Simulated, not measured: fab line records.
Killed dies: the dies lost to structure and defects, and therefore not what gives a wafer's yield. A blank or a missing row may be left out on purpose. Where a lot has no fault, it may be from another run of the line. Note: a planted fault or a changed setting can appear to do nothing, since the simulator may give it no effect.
fab line records ; flow nand_harc
record lots=6; wafers=18; last_day=34
route steps=1302 shown A_CHANNEL_HOLE_D2@608 A_CHANNEL_FILL_D2@610 END@1302
lots with no fault: from the same line, run without faults
start_h: hours from the record's opening day to when the first of the lot's shown wafers began ; wait_h: hours from the lot's prior step to this one ; " identical to the entry in the row above ; L1.1+2: a row that stands for several wafers ; - value missing, or start not given ; * or withheld: withheld ; < > ~ a bound
route shown NAME@n: names a module that has steps shown in the file, with the first one's number in the route ; usual: average and standard deviation across the fault-free wafers ; same: alike in all rows ; chamber/n: place in a boat ; sites: per-site readings ; _std_site: their standard deviation ; _edge_site: mean of outer sites minus mean of inner sites ; radius_mm: for every site, how far away it sits from the centre of the wafer ; mask NAME#n: copy n ; behind: tool/chamber where the wafer was last shaped ; hold: what put the lot on hold/how long, in hours/how the hold closed ; device: transistor that didn't switch, given as n, p or np ; end of line: tests run on the same wafers once the route is complete ; a step with no rows: only its recipe ; killed: the dies lost at the first sort to structure and to defects; this is not the yield of the wafer ; map: per-die view of a wafer (x killed, . not killed, _ where there is no die)
set.NAME: the setting the step ran with; set.NAME@STEP: the setting that earlier step ran with ; model.NAME: the simulator's own value behind a step, which no gauge read
certain route steps with their lots: each step a table, each wafer a row
services: a tool's chamber out of use, with start hour (start_h, from the record's first day; less than 0 if before it), hours out, and reason
## steps
# step NHARC_A_CHANNEL_HOLE_D2_XSEM_32
# recipe landing_energy_ev=35000
# usual bot_cd_nm=74.4/1.5; bow_nm=8.63/0.24; tilt_deg=0.07/0.044
lot.wafer;tool;chamber;start_h;wait_h;bot_cd_nm;bow_nm;tilt_deg
L534.1;xsem-02;0;367.20;0.1;74.9;8.47;0.06
L534.2;xsem-02;0;367.20;0.1;75.9;8.47;0.06
L534.5;xsem-02;0;367.20;0.1;75.8;8.56;0.06
L533.1;xsem-01;0;367.94;0.1;74.1;8.45;0.02
L533.3;xsem-01;0;367.94;0.1;74.6;8.49;0.02
L533.5;xsem-01;0;367.94;0.1;75.2;8.52;0.02
L545.1;xsem-01;0;478.06;0.1;75.0;8.88;0.17
L545.4;xsem-01;0;478.06;0.1;74.7;8.82;0.17
L545.5;xsem-01;0;478.06;0.1;74.4;8.77;0.17
L547.1;xsem-02;0;489.91;0.1;73.8;8.71;0.06
L547.5;xsem-02;0;489.91;0.1;74.1;8.72;0.06
L547.6;xsem-02;0;489.91;0.1;75.4;8.65;0.06
L548.3;xsem-02;0;521.54;0.1;73.8;8.72;0.04
L548.4;xsem-02;0;521.54;0.1;75.2;8.69;0.04
L548.6;xsem-02;0;521.54;0.1;72.8;8.77;0.04
L549.3;xsem-01;0;523.56;0.1;73.6;8.53;-0.01
L549.4;xsem-01;0;523.56;0.1;74.2;8.50;-0.01
L549.6;xsem-01;0;523.56;0.1;74.3;8.57;-0.01
# step NHARC_A_CHANNEL_HOLE_D2_INSPECT_40
# usual raw_defect_count=290/94
lot.wafer;tool;chamber;start_h;wait_h;raw_defect_count
L534.1;defect_inspect-02;-;367.30;-;331
L534.2;defect_inspect-02;-;367.30;-;419
L534.5;defect_inspect-02;-;367.30;-;518
L533.1;defect_inspect-01;-;368.04;-;225
L533.3;defect_inspect-01;-;368.04;-;186
L533.5;defect_inspect-01;-;368.04;-;176
L545.1;defect_inspect-01;-;478.16;-;270
L545.4;defect_inspect-01;-;478.16;-;344
L545.5;defect_inspect-01;-;478.16;-;290
L547.1;defect_inspect-01;-;490.01;-;234
L547.5;defect_inspect-01;-;490.01;-;323
L547.6;defect_inspect-01;-;490.01;-;247
L548.3;defect_inspect-01;-;521.63;-;362
L548.4;defect_inspect-01;-;521.63;-;302
L548.6;defect_inspect-01;-;521.63;-;510
L549.3;defect_inspect-01;-;523.65;-;142
L549.4;defect_inspect-01;-;523.65;-;107
L549.6;defect_inspect-01;-;523.65;-;120
# step NHARC_A_CHANNEL_FILL_D2_PRECLEAN_00
# recipe time_s=*; temp_c=50; bath_age_min=0; chemistry=SC1
# step NHARC_A_CHANNEL_FILL_D2_SRD_01
# step NHARC_A_CHANNEL_FILL_D2_ALD_02
# recipe target_thk_a=60; pulse_time_s=10; ald_cycles=60; temp_c=300; material=SiO2
# usual heater_power_outer_w=237/25; heater_power_w=425/36; precursor_pulse_height_rel=1.000/0.021
lot.wafer;tool;chamber;start_h;wait_h;heater_power_outer_w;heater_power_w;precursor_pulse_height_rel
L534.2;ald_hk-01;0;367.64;-;235;420;0.993
L534.1;ald_hk-01;1;367.64;-;225;404;0.990
L534.5;ald_hk-01;3;367.64;-;247;439;1.001
L533.1;ald_hk-02;1;370.13;-;307;520;1.033
L533.3;ald_hk-02;0;370.13;-;198;404;0.996
L533.5;ald_hk-02;2;370.13;-;218;399;1.006
L545.1;ald_hk-03;0;478.35;-;239;443;1.017
L545.4;ald_hk-03;1;478.35;-;197;367;0.983
L545.5;ald_hk-03;1;478.35;-;197;361;1.033
L547.1;ald_hk-01;1;490.49;-;247;426;1.028
L547.5;ald_hk-01;3;490.49;-;242;438;0.971
L547.6;ald_hk-01;0;490.49;-;221;385;1.008
L548.4;ald_hk-01;1;521.83;-;242;421;1.039
L548.3;ald_hk-01;0;521.83;-;212;403;1.009
L548.6;ald_hk-01;1;521.83;-;241;415;1.006
L549.3;ald_hk-01;3;523.84;-;243;428;1.004
L549.4;ald_hk-01;0;523.84;-;221;397;1.058
L549.6;ald_hk-01;3;523.84;-;246;436;0.978
# step NHARC_A_CHANNEL_FILL_D2_ALD_03
# recipe target_thk_a=60; pulse_time_s=60; ald_cycles=58; temp_c=630; pressure_torr=2; material=SiNx
# usual precursor_pulse_height_rel=1.003/0.02
lot.wafer;tool;chamber;start_h;wait_h;precursor_pulse_height_rel
L533.1;ald_sin_batch-01;0;-;-;1.048
L533.3;ald_sin_batch-01;0;-;-;0.983
L533.5;ald_sin_batch-01;0;-;-;0.995
L534.1;ald_sin_batch-01;0;-;-;0.992
L534.2;ald_sin_batch-01;0;-;-;0.971
L534.5;ald_sin_batch-01;0;-;-;1.032
L545.1;ald_sin_batch-01;0;-;-;0.988
L545.4;ald_sin_batch-01;0;-;-;1.013
L545.5;ald_sin_batch-01;0;-;-;1.009
L547.1;ald_sin_batch-01;0;-;-;1.022
L547.5;ald_sin_batch-01;0;-;-;0.987
L547.6;ald_sin_batch-01;0;-;-;1.026
L548.3;ald_sin_batch-02;0;-;-;0.989
L548.4;ald_sin_batch-02;0;-;-;0.996
L548.6;ald_sin_batch-02;0;-;-;0.993
L549.3;ald_sin_batch-02;0;-;-;1.001
L549.4;ald_sin_batch-02;0;-;-;1.007
L549.6;ald_sin_batch-02;0;-;-;1.020
# step NHARC_A_CHANNEL_FILL_D2_ALD_14
# recipe target_thk_a=25; pulse_time_s=10; ald_cycles=25; temp_c=300; material=SiO2
# step NHARC_A_CHANNEL_FILL_D2_ALD_15
# recipe target_thk_a=20; pulse_time_s=60; ald_cycles=19; temp_c=630; pressure_torr=2; material=SiNx
# usual precursor_pulse_height_rel=0.998/0.02
lot.wafer;tool;chamber;start_h;wait_h;precursor_pulse_height_rel
L533.1;ald_sin_batch-02;0;-;-;1.014
L533.3;ald_sin_batch-02;0;-;-;1.012
L533.5;ald_sin_batch-02;0;-;-;0.999
L534.1;ald_sin_batch-02;0;-;-;1.025
L534.2;ald_sin_batch-02;0;-;-;0.979
L534.5;ald_sin_batch-02;0;-;-;0.987
L545.1;ald_sin_batch-01;0;-;-;1.016
L545.4;ald_sin_batch-01;0;-;-;0.976
L545.5;ald_sin_batch-01;0;-;-;1.004
L547.1;ald_sin_batch-01;0;-;-;0.984
L547.5;ald_sin_batch-01;0;-;-;0.994
L547.6;ald_sin_batch-01;0;-;-;0.971
L548.3;ald_sin_batch-01;0;-;-;0.999
L548.4;ald_sin_batch-01;0;-;-;0.962
L548.6;ald_sin_batch-01;0;-;-;1.005
L549.3;ald_sin_batch-01;0;-;-;0.995
L549.4;ald_sin_batch-01;0;-;-;0.957
L549.6;ald_sin_batch-01;0;-;-;0.980
# step NHARC_A_CHANNEL_FILL_D2_ALD_16
# recipe target_thk_a=15; pulse_time_s=10; ald_cycles=15; temp_c=300; material=SiO2
# usual heater_power_outer_w=236/29; heater_power_w=424/43; precursor_pulse_height_rel=0.999/0.016
lot.wafer;tool;chamber;start_h;wait_h;heater_power_outer_w;heater_power_w;precursor_pulse_height_rel
L534.1;ald_hk-02;1;379.68;0.0;296;508;1.039
L534.2;ald_hk-02;2;379.68;0.0;224;384;0.993
L534.5;ald_hk-02;2;379.68;0.0;216;387;1.010
L533.1;ald_hk-03;0;379.71;0.1;227;434;1.017
L533.3;ald_hk-03;1;379.71;0.1;198;366;1.004
L533.5;ald_hk-03;0;379.71;0.1;236;440;0.989
L545.1;ald_hk-03;2;490.50;0.1;250;425;1.005
L545.4;ald_hk-03;3;490.50;0.1;210;389;0.993
L545.5;ald_hk-03;1;490.50;0.1;198;368;0.991
L547.1;ald_hk-03;2;504.77;0.1;258;423;0.993
L547.5;ald_hk-03;0;504.77;0.1;236;433;1.024
L547.6;ald_hk-03;1;504.77;0.1;195;362;0.986
L548.4;ald_hk-02;3;540.55;0.0;266;474;0.976
L548.3;ald_hk-02;2;540.55;0.0;224;400;1.007
L548.6;ald_hk-02;3;540.55;0.0;269;477;1.014
L549.3;ald_hk-02;0;540.76;0.3;200;412;0.998
L549.4;ald_hk-02;1;540.76;0.3;299;511;0.999
L549.6;ald_hk-02;3;540.76;0.3;263;485;1.002
# step NHARC_A_CHANNEL_FILL_D2_ANNEAL_17
# recipe temp_c=850; time_s=1800
# step NHARC_A_CHANNEL_FILL_D2_CVD_18
# recipe target_thk_a=30; temp_c=550; material=poly-Si
# step NHARC_A_CHANNEL_FILL_D2_ETCHBACK_19
# recipe target_depth_a=50; time_s=1.7; hbr_flow_sccm=150; cl2_flow_sccm=50; rf_w=400; icp_w=400; bias_w=100; chemistry=HBr/Cl2
# step NHARC_A_CHANNEL_FILL_D2_ETCHBACK_20
# recipe target_depth_a=270; time_s=13.5; c4f8_flow_sccm=withheld; o2_flow_sccm=8; ar_flow_sccm=withheld; rf_w=600; bias_w=1500; chemistry=C4F8/O2/Ar
# usual oes_product_au=0.988/0.028; rf_vpp_V=980/6.5; run_length_s=34.7/0.41
lot.wafer;tool;chamber;start_h;wait_h;oes_product_au;rf_hours_counter_h;rf_vpp_V;run_length_s
L533.1;rie_diel-09;2;391.72;-;0.990;1;969;35.2
L533.3;rie_diel-09;0;391.72;-;0.994;1;978;34.3
L533.5;rie_diel-09;2;391.72;-;0.990;-;970;34.6
L534.1;rie_diel-05;1;391.74;-;1.005;3;981;34.3
L534.2;rie_diel-05;2;391.74;-;1.000;3;987;35.0
L534.5;rie_diel-05;3;391.74;-;0.990;-;987;34.4
L545.4;rie_diel-05;0;506.24;-;1.003;2;971;31.0
L545.1;rie_diel-05;2;506.24;-;0.986;2;985;34.9
L545.5;rie_diel-05;1;506.24;-;1.011;-;979;34.3
L547.1;rie_diel-05;2;516.82;-;1.000;2;986;35.2
L547.5;rie_diel-05;0;516.82;-;1.013;-;970;30.5
L547.6;rie_diel-05;1;516.82;-;1.022;-;979;34.6
L548.3;rie_diel-09;2;552.75;-;0.985;1;968;34.6
L548.4;rie_diel-09;0;552.75;-;1.004;1;978;34.3
L548.6;rie_diel-09;2;552.75;-;0.990;-;969;34.5
L549.3;rie_diel-02;2;552.77;-;0.984;26;970;34.1
L549.4;rie_diel-02;0;552.77;-;0.978;-;983;35.3
L549.6;rie_diel-02;2;552.77;-;0.990;-;969;34.5
# step NHARC_A_CHANNEL_FILL_D2_STRIP_28
# recipe time_s=20; o2_flow_sccm=500; ar_flow_sccm=0; bias_w=0; chemistry=O2
# step NHARC_END_SORT_01
# recipe temp_c=25
# usual killed_at_array=52/17; killed_at_other=0.9/1.2; killed_at_periphery=3.9/2.7; killed_dies=57/16; killed_open=3.3/1.9; killed_short=2.5/1.5
# same gross_dies=677
lot.wafer;tool;chamber;start_h;wait_h;killed_at_array;killed_at_other;killed_at_periphery;killed_dies;killed_open;killed_short
L533.1;prober-01;0;637.41;2.5;28;1;3;32;5;4
L533.3;prober-01;0;639.03;3.1;23;0;1;24;1;3
L533.5;prober-01;0;640.65;3.7;25;3;2;30;5;1
L545.1;prober-02;0;741.33;2.5;62;0;1;63;1;0
L545.4;prober-02;0;743.78;3.4;320;2;4;326;8;3
L545.5;prober-02;0;744.59;3.8;58;3;0;61;5;2
L547.1;prober-01;0;764.45;2.5;63;2;6;71;6;3
L547.5;prober-01;0;767.61;3.7;332;1;8;341;1;3
L547.6;prober-01;0;768.40;3.9;62;0;5;67;3;0
L548.3;prober-02;0;807.62;3.1;30;1;5;36;0;2
L548.4;prober-02;0;808.42;3.4;44;0;8;52;4;1
L548.6;prober-02;0;810.00;4.0;30;0;8;38;2;2
# killed by level:class
L533.1 A_CHANNEL_HOLE_D2:chamber_film_flake=8 A_WL_FILL:chamber_film_flake=3 A_CONTACT:chamber_film_flake=3 A_DECK1_JOINT:chamber_film_flake=2 A_STAIRCASE:chamber_film_flake=2 P_CONTACT:geometric_particle:open=1 P_M1:geometric_particle:open=1 A_DECK1_JOINT:geometric_particle:short=1
L533.3 A_CHANNEL_HOLE_D2:chamber_film_flake=10 A_WL_FILL:chamber_film_flake=3 A_CONTACT:chamber_film_flake=3 A_ONON_D2:geometric_particle:short=2 A_CHANNEL_HOLE_D1:chamber_film_flake=2 P_M0:geometric_particle:short=1 A_CHANNEL_FILL_D2:geometric_particle:open=1 A_CHANNEL_FILL_D2:chamber_film_flake=1
L533.5 A_CHANNEL_HOLE_D2:chamber_film_flake=8 A_CONTACT:chamber_film_flake=6 A_CHANNEL_HOLE_D1:chamber_film_flake=2 A_STAIRCASE:chamber_film_flake=2 A_WL_FILL:chamber_film_flake=2 THIN_TSV:chamber_film_flake=2 P_M0:geometric_particle:open=1 A_ONON_D2:geometric_particle:open=1
L545.1 A_CHANNEL_HOLE_D1:chamber_film_flake=31 A_CHANNEL_HOLE_D2:chamber_film_flake=19 A_SLIT:chamber_film_flake=4 A_WL_FILL:chamber_film_flake=3 A_STAIRCASE:chamber_film_flake=2 A_CONTACT:chamber_film_flake=2 P_M1:geometric_particle:open=1 A_DECK1_JOINT:chamber_film_flake=1
L545.4 A_CHANNEL_FILL_D2:area_etchback=258 A_CHANNEL_HOLE_D1:chamber_film_flake=26 A_CHANNEL_HOLE_D2:chamber_film_flake=14 A_STAIRCASE:chamber_film_flake=5 A_SLIT:chamber_film_flake=4 A_CONTACT:chamber_film_flake=3 A_CHANNEL_FILL_D2:geometric_particle:open=2 A_WL_FILL:geometric_particle:short=2
L545.5 A_CHANNEL_HOLE_D1:chamber_film_flake=29 A_CHANNEL_HOLE_D2:chamber_film_flake=14 A_STAIRCASE:chamber_film_flake=6 THIN_TSV:chamber_film_flake=3 A_CHANNEL_FILL_D2:geometric_particle:open=2 A_CHANNEL_FILL_D1:geometric_particle:open=1 A_DECK1_JOINT:geometric_particle:open=1 A_ONON_D2:geometric_particle:short=1
L547.1 A_CHANNEL_HOLE_D1:chamber_film_flake=28 A_SLIT:chamber_film_flake=12 A_CHANNEL_HOLE_D2:chamber_film_flake=7 A_CONTACT:chamber_film_flake=7 P_STI:chamber_film_flake=3 A_M0:geometric_particle:open=2 THIN_TSV:chamber_film_flake=2 P_M0:geometric_particle:short=1
L547.5 A_CHANNEL_FILL_D2:area_etchback=247 A_CHANNEL_HOLE_D1:chamber_film_flake=40 A_CHANNEL_HOLE_D2:chamber_film_flake=21 A_SLIT:chamber_film_flake=13 A_CONTACT:chamber_film_flake=7 P_STI:chamber_film_flake=3 A_WL_FILL:geometric_particle:short=2 P_GATE:chamber_film_flake=2
L547.6 A_CHANNEL_HOLE_D1:chamber_film_flake=33 A_SLIT:chamber_film_flake=11 A_CHANNEL_HOLE_D2:chamber_film_flake=7 A_CONTACT:chamber_film_flake=7 P_M2:chamber_film_flake=2 A_WL_FILL:chamber_film_flake=2 P_CONTACT:geometric_particle:open=1 P_M0:geometric_particle:open=1
L548.3 A_CHANNEL_HOLE_D2:chamber_film_flake=11 A_SLIT:chamber_film_flake=9 A_CHANNEL_HOLE_D1:chamber_film_flake=5 P_CONTACT:chamber_film_flake=3 A_DECK1_JOINT:geometric_particle:short=1 A_M0:geometric_particle:short=1 P_ZERO_WELL:chamber_film_flake=1 P_GATE:chamber_film_flake=1
L548.4 A_CHANNEL_HOLE_D2:chamber_film_flake=19 A_CHANNEL_HOLE_D1:chamber_film_flake=9 A_SLIT:chamber_film_flake=8 P_CONTACT:chamber_film_flake=6 A_CONTACT:geometric_particle:open=2 A_CONTACT:chamber_film_flake=2 P_M0:geometric_particle:open=1 A_CHANNEL_FILL_D2:geometric_particle:open=1
L548.6 A_CHANNEL_HOLE_D2:chamber_film_flake=12 A_SLIT:chamber_film_flake=7 P_CONTACT:chamber_film_flake=5 A_CONTACT:chamber_film_flake=2 A_SGD_CUT:chamber_film_flake=2 A_WL_FILL:chamber_film_flake=2 P_CONTACT:geometric_particle:open=1 A_CHANNEL_HOLE_D1:geometric_particle:short=1
# map L545.4 (x killed, . not)
____________x____________
_________x.xxxxx_________
_______x.xxxxxxxxx_______
______xxx.xxx.xxxxx______
_____x.xxxx.xxxxx.xx_____
____xxx..xx.xx...xx.x____
____xxxxx.xx..xx.x.x.____
___x..xx...xx...x.xxxx___
___xxx...xxxxx..xxxxxx___
__.x.xxxxx..x.x...xxx.x__
__x..x.xx.x....xxx..xxx__
_xxx.xx.x...x...xxxxxx.x_
_.xxx.xx......xxx..xxxxx_
_xxx.x.x..x.x..x..xxx.xx_
_xxxxx.x.x.....x.......x_
_x..x....x....x...xx..xx_
xxx..x.xx..........xx..xx
x.xx.x...x.x.......xxx.xx
xx..xx...xx...xx.x....x.x
x.xx.x.x...........x...xx
..x.x......x..........x.x
_x.xx...x......x..x..x.x_
_xxx.x.x.......x...xx..x_
_......xx..x.......x...._
_xxx...x.x...x.x...xxx.x_
_xxxx.x.......x..x.xx.xx_
__..xx.x....x.x....x...__
__xxx.x.x....xx...x.x..__
___x......x...x.xx.xx.___
___..x....xx.xxx.x.x.x___
____.xx.....xxxx....x____
____x.x.x...xxxx...xx____
_____.....xx.xxx.x.x_____
______xxx..xxxxxx..______
_______.xx.xxxx..._______
_________x.x..x._________
____________x____________
# map L547.5 (x killed, . not)
____________x____________
_________x...x.x_________
_______xx..x.x.xxx_______
______xxxx.xx...xxx______
_____x.x..xx.x.xx..x_____
____xx.xxxx.x..x..xx.____
____x....x....x.x....____
___xxxxx.....xx.xx....___
___xxxx...x....x.x.x..___
__..xxxx..xx.x.xx.xx...__
__xxxx.xx.x.x..x.......__
_xxx.x....x..x......xxxx_
_x....x...x..x......x.xx_
_xxx.xx....x..x.....xxxx_
_x.x.x....x.....xx..x..._
_xxx.x.........x...xxx.._
xxxx.x....x.x.....x..xxxx
xxxxx..x..x...xx.x.x.xxxx
xxxx..x..x............xxx
xxxxx..x......x.........x
x.x.xx...x...xxx...xxx.xx
_xx.x...x....xxx..x..x.._
_.xx.x..xxx.xxxx..xxx.x._
_.xxxx..x..x..xxxx...xx._
_x...x.x.....xxxxxx.x.xx_
_xx....xx.x..xxxxx..x.x._
__xx...xx.xxxxxxxx....x__
__.xx.xx....xxx.xxxxxxx__
___xxx...x.x...x.xxxxx___
___xx.xxx...x..x.x.x..___
____xx.x..xxx..x.xx.x____
____x.xx.x.xxx.x.xxxx____
_____xxxxxxx.xx..xxx_____
______x.xxx.xx.xx.x______
_______xxxx.xxxxx._______
_________..x..xx_________
____________x____________
## services
tool;chamber;start_h;hours;kind
ald_hk-02;0;349.58;10.0;vent_cycle
ald_hk-02;1;349.58;10.0;vent_cycle
ald_hk-02;0;359.58;-;clean
ald_hk-02;1;359.58;-;clean
ald_hk-02;2;359.58;-;clean
ald_hk-02;3;359.58;-;clean
xsem-01;-;374.00;14.0;pm
ald_hk-03;-;390.07;10.0;pm
ald_hk-03;0;390.07;10.0;vent_cycle
rie_diel-02;-;393.94;9.0;pm
rie_diel-09;3;396.33;8.1;repair
rie_diel-05;-;397.65;1.8;repair
rie_diel-05;-;406.60;9.0;pm
rie_diel-02;0;406.84;6.4;repair
rie_diel-05;3;416.82;3.4;repair
rie_diel-05;-;456.46;0.4;repair
ald_hk-01;-;475.29;10.0;pm
rie_diel-09;-;497.10;9.0;pm
ald_sin_batch-01;-;506.00;26.0;pm
ald_sin_batch-02;-;507.15;21.0;repair
ald_hk-02;-;527.58;10.0;pm
ald_hk-03;-;540.34;2.7;repair
ald_sin_batch-02;-;547.07;2.9;repair
rie_diel-02;3;551.85;5.3;repair
## key
first_sign step=NHARC_A_CHANNEL_FILL_D2_ETCHBACK_20; reading=run_length_s; direction=down; sigmas=9.8; usual=*; struck=*
effect step=NHARC_END_SORT_01; reading=killed_dies; direction=up; sigmas=17; usual=57; struck=334
more_kills_born_at NHARC_A_CHANNEL_FILL_D2_ETCHBACK_20@rie_diel-05=505
met_at NHARC_A_CHANNEL_FILL_D2_ETCHBACK_20
struck_wafers L545.4,L547.5
tester_left_out L545,L547
fault kind=process_parameter_drift; tool=rie_diel-05; chamber=0; onset_h=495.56; steps=NHARC_A_CHANNEL_FILL_D2_ETCHBACK_20; channel=time_s; offset=*; shape=step; end_h=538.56; acts_in=*; stated=*
# tester_left_out: of these lots the tester's yield and bins aren't shown, on N5 and GAA mostly nor the transistor test; their killed dies are dies lost to structure and defects alone, not to doping, threshold or leakage, so they don't give the yield
